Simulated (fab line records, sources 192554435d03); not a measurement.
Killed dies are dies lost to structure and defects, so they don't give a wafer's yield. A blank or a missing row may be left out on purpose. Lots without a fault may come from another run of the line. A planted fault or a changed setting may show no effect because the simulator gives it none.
One fault seen from 3 desks | flow n5_finfet | each desk has only its own numbers; what lay behind them comes last

THE TOOL OWNER'S DESK: rie_diel-02
The tool's own readings at N5_HKMG_FIN_ETCH_55 (etches SOC in N2/H2, target depth 240 nm, time 300 s): means of the sampled wafers that have a number, for each lot that ran on this tool. A lot is out of limits, marked OUT, if its mean lies more than 4 standard deviations from the usual mean; the brackets give that distance.
Columns: A = bias_w at N5_HKMG_FIN_ETCH_55, usual 150.0 W; B = chamber_pressure_mTorr at N5_HKMG_FIN_ETCH_55, usual 30.001 mTorr; C = drypump_motor_current_A at N5_HKMG_FIN_ETCH_55, usual 5.5 A; D = oes_product_au at N5_HKMG_FIN_ETCH_55, usual 0.81 a.u.; E = rf_vpp_V at N5_HKMG_FIN_ETCH_55, usual 524.3 V; F = showerhead_plenum_p_Torr at N5_HKMG_FIN_ETCH_55, usual 2.56 Torr; G = throttle_valve_pct at N5_HKMG_FIN_ETCH_55, usual 17.89 %
lot  | first seen here | A               | B      | C   | D    | E               | F    | G
L947 | day 4 00:26     | 150.1           | 30.045 | 5.5 | 0.81 | 523.7           | 2.57 | 17.92
L952 | day 5 08:47     | 150.1           | 30.010 | 5.5 | 0.91 | 523.6           | 2.52 | 17.78
L958 | day 6 22:29     | 137.5 (-28) OUT | 30.006 | 5.7 | 0.86 | 495.1 (-13) OUT | 2.52 | 17.83
L960 | day 7 09:16     | 137.6 (-28) OUT | 30.005 | 5.3 | 0.88 | 494.1 (-13) OUT | 2.52 | 17.79
This desk's finding: out of limits on L958, L960; first on L958, day 6 22:29 (bias_w at N5_HKMG_FIN_ETCH_55). In limits: L947, L952.

THE METROLOGY DESK
What the gauges read, lot by lot, whatever tool the lot ran on: means of the sampled wafers that have a number. A lot is out of limits, marked OUT, if its mean lies more than 4 standard deviations from the usual mean; the brackets give that distance. Of its 10 readings 7 are shown: those that lie furthest out on some lot.
Columns: A = DIBL_N at N5_BEOL_M4_RC_MEAS_101, usual 36.8 mV/V; B = IOFF_N at N5_BEOL_M4_RC_MEAS_101, usual 0.18 nA/um; C = IOFF_P at N5_BEOL_M4_RC_MEAS_101, usual 0.23 nA/um; D = ION_P at N5_BEOL_M4_RC_MEAS_101, usual 467 uA/um; E = SS_N at N5_BEOL_M4_RC_MEAS_101, usual 71.7 mV/dec; F = SS_P at N5_BEOL_M4_RC_MEAS_101, usual 73.5 mV/dec; G = VT_P at N5_BEOL_M4_RC_MEAS_101, usual -249 mV
lot  | first seen here | A    | B    | C    | D   | E    | F    | G
L947 | day 7 21:26     | 36.4 | 0.17 | 0.25 | 482 | 71.4 | 73.4 | -245
L952 | day 9 08:34     | 42.3 | 0.27 | 0.30 | 466 | 73.2 | 74.8 | -247
L953 | day 9 13:36     | 37.3 | 0.17 | 0.21 | 450 | 71.7 | 73.2 | -251
L958 | day 10 20:10    | 36.3 | 0.15 | 0.20 | 465 | 71.2 | 73.3 | -252
L960 | day 11 16:10    | 38.7 | 0.19 | 0.24 | 473 | 72.2 | 73.6 | -248
L964 | day 12 00:23    | 35.8 | 0.16 | 0.23 | 473 | 71.5 | 73.2 | -246
L967 | day 13 06:46    | 36.5 | 0.18 | 0.22 | 471 | 70.8 | 74.1 | -249
L968 | day 13 14:47    | 37.7 | 0.21 | 0.30 | 477 | 72.3 | 74.1 | -242
L970 | day 13 18:50    | 37.4 | 0.17 | 0.23 | 468 | 71.9 | 73.8 | -249
This desk's finding: nothing out of limits on any of the 9 lots.

THE DEFECT DESK
What the inspections along the route counted, lot by lot: means of the sampled wafers that have a number. A lot is out of limits, marked OUT, if its mean lies more than 4 standard deviations from the usual mean; the brackets give that distance.
Columns: A = raw_defect_count at N5_DUMMY_REMOVAL_INSPECT_06, usual 13
lot  | first seen here | A
L947 | day 3 22:52     | 16
L952 | day 5 07:14     | 7
L953 | day 5 11:46     | 12
L958 | day 6 19:37     | 8
L960 | day 7 07:22     | 11
L964 | day 8 05:31     | 13
L967 | day 9 04:06     | 11
L968 | day 9 05:42     | 10
L970 | day 9 17:04     | 11
This desk's finding: nothing out of limits on any of the 9 lots.

PUT TOGETHER
The tool owner's desk could have raised an alarm at day 6 22:29, on L958, L960.
The metrology desk saw nothing out of limits.
The defect desk saw nothing out of limits.
The metrology desk has L958, L960 on record, within its limits.
The defect desk has L958, L960 on record, within its limits.
Of the lots named, all ran N5_HKMG_FIN_ETCH_55 on rie_diel-02.

WHAT THE SIMULATOR HAD PUT IN
Process parameter drift: rie_diel-02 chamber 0, from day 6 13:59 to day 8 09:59, at N5_HKMG_FIN_ETCH_55. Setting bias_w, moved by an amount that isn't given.
Lots struck among those shown: L958, L960.
Hours from the fault's start to each desk's first reading out of limits: the tool owner's desk, 8.
